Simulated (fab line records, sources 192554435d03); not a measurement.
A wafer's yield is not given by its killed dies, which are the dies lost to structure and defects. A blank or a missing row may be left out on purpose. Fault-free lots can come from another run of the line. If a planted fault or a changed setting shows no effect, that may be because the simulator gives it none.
fab line records	flow n5-finfet
[record] lots = 24	wafers = 72	last-day = 17
route steps=1938 shown BEOL_M9@1449 BEOL_M10@1502 BEOL_M11@1550
lots with no fault: from the same line, run without faults
start-h: the number of hours between the record's first day and the start of the first shown wafer of the lot	wait-h: how many hours have passed since the lot's step before this one	" same as the row above	L1.1+2: a row that stands for several wafers	- value missing, or start not given	* or withheld: withheld	< > ~ a bound
route shown NAME@n: a module of which the file shows steps, and the number in the route of the first	usual: mean/standard deviation of fault-free wafers	same: alike in all rows	chamber/n: place in a boat	sites: the reading at each site	_std_site: how widely they spread, as a standard deviation	_edge_site: inner sites' mean taken away from outer sites' mean	radius-mm: how far each site lies from the wafer's centre	mask NAME#n: copy n	behind: the last tool/chamber to shape the wafer	hold: why the lot was held/for how many hours/how that ended	device: names the non-switching transistor (n, p or np)	end of line: tests run on the same wafers once the route is complete	where a step has no rows: the recipe by itself	killed: dies lost to structure and defects at the first sort, not the wafer's yield	map: shows each die of a wafer: x if killed, . if not, _ if none is there
set.NAME: the setting as run; set.NAME@STEP: as run at that earlier step	model.NAME: the simulator's own value behind a step, which no gauge read
one table for each step of the route and one row for each wafer, over a sample of lots
services: a tool's chamber out of use, with start hour (start-h, from the record's first day; less than 0 if before it), hours out, and reason
[[steps]]
[step N5_BEOL_M9_OCD_MEAS_38]
[usual] trench-depth-nm = 151.6/3
lot.wafer	tool	chamber	start-h	wait-h	trench-depth-nm
L075.2	ocd-01	-	210.24	-	150.5
L075.3	"	-	"	"	151.4
L075.6	"	-	"	"	151.5
L074.1	ocd-02	-	221.60	-	150.9
L074.2	"	-	"	"	152.9
L074.6	"	-	"	"	151.8
L076.1	ocd-02	-	221.68	-	149.6
L076.3	"	-	"	"	149.7
L076.4	"	-	"	"	148.7
L077.2	ocd-02	-	237.98	-	148.7
L077.3	"	-	"	"	152.0
L077.6	"	-	"	"	153.3
L078.1	ocd-02	-	241.03	-	148.5
L078.2	"	-	"	"	155.5
L078.5	"	-	"	"	147.9
L080.1	ocd-01	-	246.73	-	150.5
L080.2	"	-	"	"	154.3
L080.6	"	-	"	"	150.2
L079.1	ocd-01	-	251.19	-	150.0
L079.5	"	-	"	"	155.3
L079.6	"	-	"	"	152.0
L081.3	ocd-01	-	255.31	-	150.2
L081.4	"	-	"	"	148.2
L081.5	"	-	"	"	148.0
L082.1	ocd-01	-	267.28	-	149.8
L082.3	"	-	"	"	150.4
L082.4	"	-	"	"	155.8
L083.4	ocd-01	-	279.42	-	152.3
L083.5	"	-	"	"	152.2
L083.6	"	-	"	"	159.8
L085.1	ocd-02	-	279.46	-	149.7
L085.3	"	-	"	"	149.2
L085.6	"	-	"	"	148.5
L084.2	ocd-01	-	279.85	-	153.7
L084.4	"	-	"	"	156.5
L084.5	"	-	"	"	156.6
L086.2	ocd-02	-	279.89	-	147.6
L086.4	"	-	"	"	151.4
L086.6	"	-	"	"	152.4
L087.1	ocd-01	-	283.44	-	151.2
L087.3	"	-	"	"	154.7
L087.6	"	-	"	"	158.7
L088.1	ocd-02	-	292.08	-	158.8
L088.5	"	-	"	"	152.0
L088.6	"	-	"	"	152.1
L091.1	ocd-01	-	316.38	-	149.6
L091.2	"	-	"	"	147.2
L091.4	"	-	"	"	147.1
L089.3	ocd-01	-	320.82	-	150.8
L089.4	"	-	"	"	155.3
L089.5	"	-	"	"	156.8
L090.2	ocd-01	-	321.10	-	151.5
L090.5	"	-	"	"	149.7
L090.6	"	-	"	"	148.5
L093.3	ocd-02	-	324.79	-	152.3
L093.4	"	-	"	"	150.5
L093.5	"	-	"	"	153.4
L092.2	ocd-01	-	327.06	-	151.7
L092.3	"	-	"	"	149.5
L092.4	"	-	"	"	150.9
L095.4	ocd-01	-	344.99	-	147.5
L095.5	"	-	"	"	151.4
L095.6	"	-	"	"	149.5
L094.2	ocd-01	-	345.53	-	153.7
L094.3	"	-	"	"	151.4
L094.5	"	-	"	"	152.6
L096.2	ocd-01	-	350.92	-	148.2
L096.3	"	-	"	"	156.4
L096.6	"	-	"	"	156.6
L097.1	ocd-01	-	353.39	-	150.2
L097.3	"	-	"	"	146.1
L097.4	"	-	"	"	150.4
[step N5_BEOL_M10_CD_MEAS_28]
[recipe] target-cd-nm = 70	landing-energy-ev = 500	detector = se-inlens	polarity = opening
[usual] cd-nm = 70.5/0.92
lot.wafer	tool	chamber	start-h	wait-h	cd-nm
L075.2	cd-sem-02	0	218.45	-	71.1
L075.3	"	0	"	"	73.2
L075.6	"	0	"	"	70.8
L074.1	cd-sem-03	0	227.84	-	70.8
L074.2	"	0	"	"	69.9
L074.6	"	0	"	"	71.2
L076.1	cd-sem-01	0	228.88	-	69.9
L076.3	"	0	"	"	73.1
L076.4	"	0	"	"	71.1
L078.1	cd-sem-02	0	250.39	-	69.9
L078.2	"	0	"	"	70.7
L078.5	"	0	"	"	71.2
L077.2	cd-sem-02	0	251.44	-	70.0
L077.3	"	0	"	"	69.7
L077.6	"	0	"	"	68.8
L080.1	cd-sem-03	0	254.77	-	71.3
L080.2	"	0	"	"	70.2
L080.6	"	0	"	"	70.8
L079.1	cd-sem-02	0	258.11	-	71.3
L079.5	"	0	"	"	71.2
L079.6	"	0	"	"	71.6
L081.3	cd-sem-02	0	260.72	-	67.7
L081.4	"	0	"	"	68.7
L081.5	"	0	"	"	68.7
L082.1	cd-sem-02	0	274.44	-	69.5
L082.3	"	0	"	"	70.0
L082.4	"	0	"	"	70.5
L083.4	cd-sem-01	0	288.11	-	70.5
L083.5	"	0	"	"	70.5
L083.6	"	0	"	"	70.7
L085.1	cd-sem-02	0	288.15	-	71.0
L085.3	"	0	"	"	70.4
L085.6	"	0	"	"	71.2
L084.2	cd-sem-01	0	288.19	-	71.2
L084.4	"	0	"	"	71.1
L084.5	"	0	"	"	71.1
L086.2	cd-sem-03	0	288.24	-	71.6
L086.4	"	0	"	"	70.9
L086.6	"	0	"	"	70.5
L087.1	cd-sem-03	0	294.73	-	72.2
L087.3	"	0	"	"	71.2
L087.6	"	0	"	"	72.1
L088.1	cd-sem-01	0	298.94	-	71.1
L088.5	"	0	"	"	70.2
L088.6	"	0	"	"	70.5
L091.1	cd-sem-03	0	324.14	-	70.5
L091.2	"	0	"	"	69.5
L091.4	"	0	"	"	70.2
L089.3	cd-sem-03	0	327.33	-	69.0
L089.4	"	0	"	"	70.2
L089.5	"	0	"	"	71.0
L090.2	cd-sem-03	0	327.49	-	71.2
L090.5	"	0	"	"	71.3
L090.6	"	0	"	"	69.4
L093.3	cd-sem-03	0	331.44	-	70.2
L093.4	"	0	"	"	69.0
L093.5	"	0	"	"	70.5
L092.2	cd-sem-02	0	334.05	-	71.1
L092.3	"	0	"	"	70.5
L092.4	"	0	"	"	70.6
L095.4	cd-sem-02	0	352.71	-	70.5
L095.5	"	0	"	"	70.1
L095.6	"	0	"	"	70.8
L094.2	cd-sem-01	0	354.31	-	69.0
L094.3	"	0	"	"	68.9
L094.5	"	0	"	"	69.1
L096.2	cd-sem-02	0	359.93	-	71.2
L096.3	"	0	"	"	71.6
L096.6	"	0	"	"	71.0
L097.1	cd-sem-02	0	361.49	-	70.4
L097.3	"	0	"	"	70.9
L097.4	"	0	"	"	71.2
[step N5_BEOL_M10_DESCUM_33]
[recipe] chemistry = O2	time-s = 7.9	source-power-w = 50	bias-power-w = 20	pressure-mtorr = 20	rf-frequency-hz = 2.712e+07	temp-c = 40	resist = CAR-ArF	o2-flow-sccm = 225
[usual] drypump-motor-current-A = 5.7/0.43	oes-product-au = 0.83/0.061	rf-fwd-power-W = 49.42/0.21	rf-vpp-V = 243.5/1.2	showerhead-plenum-p-Torr = 2.12/0.068	throttle-valve-pct = 20.34/0.25
lot.wafer	tool	chamber	start-h	wait-h	drypump-motor-current-A	oes-product-au	rf-fwd-power-W	rf-hours-counter-h	rf-vpp-V	showerhead-plenum-p-Torr	throttle-valve-pct
L075.2	rie-diel-02	0	218.75	0.2	6.4	0.91	49.68	43	244.3	2.03	20.60
L075.3	"	3	"	"	4.9	0.79	49.40	103	244.0	2.12	20.16
L075.6	"	0	"	"	6.4	0.91	49.63	-	244.1	2.03	20.57
L074.1	rie-diel-06	2	227.99	0.1	5.1	0.85	49.48	49	244.0	2.13	19.98
L074.2	"	0	"	"	6.1	0.82	49.77	72	244.1	2.23	20.15
L074.6	"	2	"	"	5.1	0.85	49.36	-	243.1	2.13	19.99
L076.1	rie-diel-06	0	229.05	0.1	6.1	0.82	49.43	73	245.7	2.23	20.15
L076.3	"	3	"	"	5.8	0.82	49.72	90	245.5	2.18	20.10
L076.4	"	2	"	"	5.1	0.86	49.87	50	243.1	2.13	19.97
L078.1	rie-diel-03	0	250.48	0.0	6.1	0.81	49.44	121	243.1	2.09	20.67
L078.2	"	1	"	"	5.6	0.88	49.22	38	245.1	2.25	20.41
L078.5	"	3	"	"	5.6	0.82	49.61	-	243.0	2.13	20.35
L077.2	rie-diel-06	0	251.53	0.0	6.2	0.82	49.57	81	244.5	2.22	20.16
L077.3	"	3	"	"	5.8	0.83	49.68	98	244.5	2.18	20.08
L077.6	"	3	"	"	5.8	0.82	49.79	-	245.0	2.18	20.09
L080.1	rie-diel-02	1	254.86	0.0	5.7	0.94	49.84	12	244.1	2.12	19.91
L080.2	"	3	"	"	4.9	0.79	49.29	117	243.4	2.12	20.18
L080.6	"	2	"	"	5.6	0.98	49.44	-	242.8	2.06	20.20
L079.1	rie-diel-03	0	258.20	0.0	6.1	0.80	49.30	123	244.4	2.09	20.68
L079.5	"	1	"	"	5.6	0.88	49.49	-	244.9	2.25	20.44
L079.6	"	0	"	"	6.1	0.80	49.21	-	242.4	2.09	20.67
L081.3	rie-diel-02	2	261.00	0.2	5.6	0.97	49.31	5	242.1	2.06	20.21
L081.4	"	1	"	"	5.7	0.92	49.69	15	243.4	2.12	19.92
L081.5	"	2	"	"	5.6	0.97	49.31	-	242.9	2.06	20.21
L082.1	rie-diel-03	1	274.53	0.0	5.6	0.87	49.31	48	244.9	2.24	20.43
L082.3	"	2	"	"	5.5	0.84	49.23	69	242.8	2.21	20.61
L082.4	"	3	"	"	5.6	0.82	49.56	86	241.7	2.12	20.39
L083.4	rie-diel-02	1	288.20	0.0	5.7	0.90	49.59	25	244.0	2.12	19.95
L083.5	"	3	"	"	4.9	0.77	49.17	-	243.4	2.11	20.21
L083.6	"	0	"	"	6.5	0.87	49.54	-	242.4	2.02	20.62
L085.1	rie-diel-03	3	288.27	0.1	5.6	0.80	49.56	91	243.2	2.12	20.37
L085.3	"	0	"	"	6.1	0.79	49.52	135	243.4	2.08	20.68
L085.6	"	3	"	"	5.6	0.80	49.36	-	244.4	2.12	20.37
L084.2	rie-diel-06	3	288.36	0.1	5.8	0.80	49.85	111	244.3	2.17	20.12
L084.4	"	1	"	"	6.1	0.74	49.51	140	243.5	2.03	20.55
L084.5	"	1	"	"	6.1	0.74	49.53	-	242.6	2.03	20.56
L086.2	rie-diel-02	3	288.66	0.4	4.9	0.77	48.94	130	243.0	2.11	20.20
L086.4	"	1	"	"	5.7	0.91	49.64	25	243.6	2.12	19.93
L086.6	"	3	"	"	4.9	0.78	49.46	-	242.5	2.11	20.20
L087.1	rie-diel-03	2	294.91	0.1	5.5	0.84	49.28	76	244.6	2.20	20.60
L087.3	"	0	"	"	6.1	0.79	49.26	137	242.9	2.08	20.69
L087.6	"	0	"	"	6.1	0.78	49.20	-	243.5	2.08	20.67
L088.1	rie-diel-02	2	299.62	0.6	5.6	0.92	49.20	19	241.1	2.05	20.24
L088.5	"	0	"	"	6.4	0.87	49.21	-	242.2	2.02	20.64
L088.6	"	1	"	"	5.7	0.90	49.52	-	243.7	2.12	19.94
L091.1	rie-diel-06	1	324.30	0.1	6.1	0.73	49.49	151	242.7	2.02	20.58
L091.2	"	0	"	"	6.1	0.79	49.40	106	244.1	2.21	20.19
L091.4	"	2	"	"	5.1	0.81	49.31	79	242.7	2.11	20.01
L089.3	rie-diel-03	0	327.41	0.0	6.1	0.78	49.34	150	243.2	2.08	20.70
L089.4	"	2	"	"	5.5	0.83	49.25	89	244.5	2.20	20.63
L089.5	"	3	"	"	5.7	0.79	49.37	-	242.1	2.12	20.40
L090.2	rie-diel-02	2	327.59	0.0	5.6	0.90	49.49	29	240.7	2.05	20.28
L090.5	"	1	"	"	5.7	0.89	49.56	-	243.7	2.12	19.95
L090.6	"	2	"	"	5.6	0.91	49.50	-	241.4	2.05	20.24
L093.3	rie-diel-06	1	331.53	0.0	6.1	0.73	49.71	154	241.2	2.02	20.59
L093.4	"	0	"	"	6.1	0.77	49.62	108	245.3	2.21	20.21
L093.5	"	1	"	"	6.1	0.73	49.62	-	241.5	2.02	20.58
L092.2	rie-diel-03	2	334.73	0.6	5.5	0.83	49.02	91	245.2	2.20	20.64
L092.3	"	3	"	"	5.6	0.78	49.58	109	245.1	2.11	20.41
L092.4	"	1	"	"	5.7	0.83	49.42	71	245.0	2.23	20.46
L095.4	rie-diel-03	0	353.75	1.0	6.1	0.77	49.40	163	243.1	2.07	20.75
L095.5	"	3	"	"	5.6	0.77	49.61	-	242.9	2.11	20.42
L095.6	"	2	"	"	5.5	0.81	49.06	-	245.2	2.19	20.65
L094.2	rie-diel-02	1	354.45	0.1	5.7	0.88	49.24	38	245.4	2.11	19.96
L094.3	"	3	"	"	4.9	0.75	49.04	143	243.6	2.11	20.21
L094.5	"	3	"	"	4.9	0.75	49.13	-	242.8	2.11	20.23
L096.2	rie-diel-02	2	360.10	0.1	5.6	0.91	49.39	30	243.2	2.05	20.25
L096.3	"	1	"	"	5.7	0.89	49.61	39	244.1	2.11	19.96
L096.6	"	1	"	"	5.7	0.88	49.52	-	242.7	2.11	19.97
L097.1	rie-diel-06	0	361.67	0.1	6.1	0.76	49.53	123	244.1	2.21	20.22
L097.3	"	2	"	"	5.1	0.79	49.59	97	243.3	2.11	20.05
L097.4	"	3	"	"	5.8	0.78	49.67	140	243.7	2.16	20.19
[step N5_BEOL_M10_INSPECT_58]
[recipe] inspect-instrument = darkfield	mode = post-dep
[usual] raw-defect-count = 66/21
lot.wafer	tool	chamber	start-h	wait-h	raw-defect-count
L075.2	defect-inspect-01	-	223.44	0.0	39
L075.3	"	-	"	"	46
L075.6	"	-	"	"	75
L074.1	defect-inspect-02	-	231.41	0.0	81
L074.2	"	-	"	"	50
L074.6	"	-	"	"	53
L076.1	defect-inspect-01	-	233.41	0.0	61
L076.3	"	-	"	"	68
L076.4	"	-	"	"	82
L078.1	defect-inspect-01	-	254.49	0.0	76
L078.2	"	-	"	"	49
L078.5	"	-	"	"	62
L077.2	defect-inspect-02	-	255.94	0.0	83
L077.3	"	-	"	"	79
L077.6	"	-	"	"	55
L080.1	defect-inspect-02	-	257.56	0.0	116
L080.2	"	-	"	"	73
L080.6	"	-	"	"	125
L079.1	defect-inspect-01	-	261.39	0.0	44
L079.5	"	-	"	"	71
L079.6	"	-	"	"	58
L081.3	defect-inspect-02	-	265.28	0.0	110
L081.4	"	-	"	"	77
L081.5	"	-	"	"	98
L082.1	defect-inspect-02	-	277.68	0.0	118
L082.3	"	-	"	"	91
L082.4	"	-	"	"	81
L083.4	defect-inspect-01	-	290.88	0.0	60
L083.5	"	-	"	"	62
L083.6	"	-	"	"	29
L085.1	defect-inspect-02	-	291.41	0.0	86
L085.3	"	-	"	"	62
L085.6	"	-	"	"	47
L084.2	defect-inspect-01	-	291.72	0.0	106
L084.4	"	-	"	"	46
L084.5	"	-	"	"	69
L086.2	defect-inspect-02	-	293.06	0.0	88
L086.4	"	-	"	"	76
L086.6	"	-	"	"	75
L087.1	defect-inspect-02	-	297.99	0.0	30
L087.3	"	-	"	"	51
L087.6	"	-	"	"	72
L088.1	defect-inspect-01	-	303.25	0.0	59
L088.5	"	-	"	"	60
L088.6	"	-	"	"	59
L091.1	defect-inspect-01	-	327.54	0.0	54
L091.2	"	-	"	"	57
L091.4	"	-	"	"	40
L089.3	defect-inspect-01	-	330.68	0.0	83
L089.4	"	-	"	"	54
L089.5	"	-	"	"	91
L090.2	defect-inspect-01	-	330.80	0.0	89
L090.5	"	-	"	"	46
L090.6	"	-	"	"	62
L093.3	defect-inspect-02	-	334.98	0.0	95
L093.4	"	-	"	"	57
L093.5	"	-	"	"	80
L092.2	defect-inspect-01	-	338.30	0.0	23
L092.3	"	-	"	"	46
L092.4	"	-	"	"	44
L095.4	defect-inspect-01	-	357.54	0.0	59
L095.5	"	-	"	"	45
L095.6	"	-	"	"	61
L094.2	defect-inspect-02	-	357.65	0.0	59
L094.3	"	-	"	"	50
L094.5	"	-	"	"	51
L096.2	defect-inspect-02	-	363.37	0.0	41
L096.3	"	-	"	"	71
L096.6	"	-	"	"	81
L097.1	defect-inspect-01	-	365.52	0.0	86
L097.3	"	-	"	"	59
L097.4	"	-	"	"	53
[step N5_BEOL_M11_OVL_MEAS_12]
[recipe] points-per-wafer = 44
[usual] M11_OVL = 0.0/0.74
lot.wafer	tool	chamber	start-h	wait-h	M11_OVL[nm]
L075.2	overlay-01	0	226.10	0.0	0.7
L075.3	"	0	"	"	-0.7
L075.6	"	0	"	"	-1.2
L074.1	overlay-01	0	234.93	0.0	-0.4
L074.2	"	0	"	"	-0.1
L074.6	"	0	"	"	0.7
L076.1	overlay-02	0	235.30	0.0	0.7
L076.3	"	0	"	"	-0.3
L076.4	"	0	"	"	-0.5
L078.1	overlay-02	0	256.14	0.0	0.4
L078.2	"	0	"	"	1.2
L078.5	"	0	"	"	1.0
L077.2	overlay-02	0	259.44	0.0	0.4
L077.3	"	0	"	"	0.1
L077.6	"	0	"	"	0.8
L080.1	overlay-01	0	259.64	0.0	-0.1
L080.2	"	0	"	"	0.2
L080.6	"	0	"	"	-0.6
L079.1	overlay-02	0	262.73	0.0	0.2
L079.5	"	0	"	"	1.4
L079.6	"	0	"	"	-0.5
L081.3	overlay-02	0	266.81	0.0	0.6
L081.4	"	0	"	"	-0.4
L081.5	"	0	"	"	-0.5
L082.1	overlay-01	0	280.01	0.0	0.7
L082.3	"	0	"	"	0.6
L082.4	"	0	"	"	0.2
L083.4	overlay-01	0	293.15	0.0	-1.8
L083.5	"	0	"	"	-1.0
L083.6	"	0	"	"	-0.6
L085.1	overlay-02	0	293.37	0.0	-0.6
L085.3	"	0	"	"	0.8
L085.6	"	0	"	"	-0.1
L084.2	overlay-02	0	293.63	0.0	0.5
L084.4	"	0	"	"	0.0
L084.5	"	0	"	"	-0.6
L086.2	overlay-01	0	295.77	0.0	0.0
L086.4	"	0	"	"	0.1
L086.6	"	0	"	"	0.5
L087.1	overlay-01	0	300.15	0.0	0.2
L087.3	"	0	"	"	0.9
L087.6	"	0	"	"	0.1
L088.1	overlay-02	0	305.01	0.0	0.0
L088.5	"	0	"	"	-0.1
L088.6	"	0	"	"	-0.3
L091.1	overlay-02	0	329.31	0.0	0.4
L091.2	"	0	"	"	1.2
L091.4	"	0	"	"	1.2
L089.3	overlay-02	0	332.98	0.0	0.0
L089.4	"	0	"	"	1.2
L089.5	"	0	"	"	-1.1
L090.2	overlay-01	0	333.30	0.0	-0.7
L090.5	"	0	"	"	-0.1
L090.6	"	0	"	"	0.1
L093.3	overlay-02	0	337.07	0.0	-1.3
L093.4	"	0	"	"	-1.2
L093.5	"	0	"	"	0.0
L092.2	overlay-01	0	341.02	0.0	1.2
L092.3	"	0	"	"	-1.3
L092.4	"	0	"	"	0.3
L095.4	overlay-02	0	360.83	0.0	0.5
L095.5	"	0	"	"	0.5
L095.6	"	0	"	"	1.3
L094.2	overlay-02	0	361.05	0.0	0.4
L094.3	"	0	"	"	-0.2
L094.5	"	0	"	"	-0.8
L096.2	overlay-02	0	365.31	0.0	0.1
L096.3	"	0	"	"	0.0
L096.6	"	0	"	"	1.6
L097.1	overlay-02	0	368.15	0.0	-0.3
L097.3	"	0	"	"	0.5
L097.4	"	0	"	"	-0.2
[step N5_BEOL_M11_CD_MEAS_18]
[recipe] pitch-nm = 140	target-cd-nm = 70
[usual] cd-nm = 70.2/0.62
lot.wafer	tool	chamber	start-h	wait-h	cd-nm
L075.2	cd-sem-02	-	226.98	0.1	70.7
L075.3	"	-	"	"	70.7
L075.6	"	-	"	"	70.8
L074.1	cd-sem-02	-	235.45	0.0	70.3
L074.2	"	-	"	"	70.5
L074.6	"	-	"	"	70.3
L076.1	cd-sem-01	-	235.90	0.0	70.1
L076.3	"	-	"	"	71.0
L076.4	"	-	"	"	70.3
L078.1	cd-sem-03	-	256.66	0.1	69.8
L078.2	"	-	"	"	69.6
L078.5	"	-	"	"	69.0
L077.2	cd-sem-02	-	260.00	0.1	70.0
L077.3	"	-	"	"	71.1
L077.6	"	-	"	"	70.5
L080.1	cd-sem-02	-	260.24	0.0	70.2
L080.2	"	-	"	"	70.9
L080.6	"	-	"	"	70.5
L079.1	cd-sem-03	-	263.38	0.0	69.4
L079.5	"	-	"	"	70.1
L079.6	"	-	"	"	71.4
L081.3	cd-sem-03	-	267.33	0.1	71.2
L081.4	"	-	"	"	71.1
L081.5	"	-	"	"	71.9
L082.1	cd-sem-01	-	281.24	0.0	70.3
L082.3	"	-	"	"	70.1
L082.4	"	-	"	"	69.8
L083.4	cd-sem-03	-	293.81	0.1	70.5
L083.5	"	-	"	"	70.4
L083.6	"	-	"	"	70.6
L085.1	cd-sem-01	-	294.10	0.0	69.8
L085.3	"	-	"	"	69.7
L085.6	"	-	"	"	70.2
L084.2	cd-sem-03	-	294.14	0.1	70.0
L084.4	"	-	"	"	69.8
L084.5	"	-	"	"	69.8
L086.2	cd-sem-02	-	296.41	0.1	70.4
L086.4	"	-	"	"	69.7
L086.6	"	-	"	"	69.9
L087.1	cd-sem-03	-	300.66	0.0	70.3
L087.3	"	-	"	"	69.7
L087.6	"	-	"	"	70.4
L088.1	cd-sem-01	-	306.02	0.1	70.0
L088.5	"	-	"	"	70.8
L088.6	"	-	"	"	70.9
L091.1	cd-sem-01	-	329.87	0.0	69.7
L091.2	"	-	"	"	70.5
L091.4	"	-	"	"	70.3
L089.3	cd-sem-03	-	333.83	0.1	70.2
L089.4	"	-	"	"	70.4
L089.5	"	-	"	"	69.7
L090.2	cd-sem-01	-	334.17	0.1	71.9
L090.5	"	-	"	"	71.6
L090.6	"	-	"	"	70.3
L093.3	cd-sem-02	-	337.58	0.1	70.4
L093.4	"	-	"	"	70.2
L093.5	"	-	"	"	70.8
L092.2	cd-sem-01	-	341.63	0.1	70.8
L092.3	"	-	"	"	70.5
L092.4	"	-	"	"	69.5
L095.4	cd-sem-02	-	361.40	0.1	69.4
L095.5	"	-	"	"	69.9
L095.6	"	-	"	"	69.6
L094.2	cd-sem-03	-	361.63	0.1	69.6
L094.3	"	-	"	"	68.9
L094.5	"	-	"	"	69.1
L096.2	cd-sem-01	-	365.82	0.1	70.1
L096.3	"	-	"	"	69.1
L096.6	"	-	"	"	70.2
L097.1	cd-sem-02	-	368.80	0.0	70.5
L097.3	"	-	"	"	69.8
L097.4	"	-	"	"	71.4
[[services]]
tool	chamber	start-h	hours	kind
rie-diel-03	1	202.38	5.7	repair
rie-diel-03	-	207.12	0.4	repair
rie-diel-02	2	220.79	6.6	repair
rie-diel-02	3	222.10	1.4	repair
rie-diel-02	2	227.67	-	clean
rie-diel-02	2	227.67	-	consumable-replace:focus-ring
rie-diel-02	2	227.67	19.5	scheduled-down
rie-diel-02	2	227.67	19.5	vent-cycle
rie-diel-03	2	246.73	2.6	repair
rie-diel-06	-	307.32	2.8	pm
rie-diel-02	-	329.88	24.2	repair
[[key]]
fault none
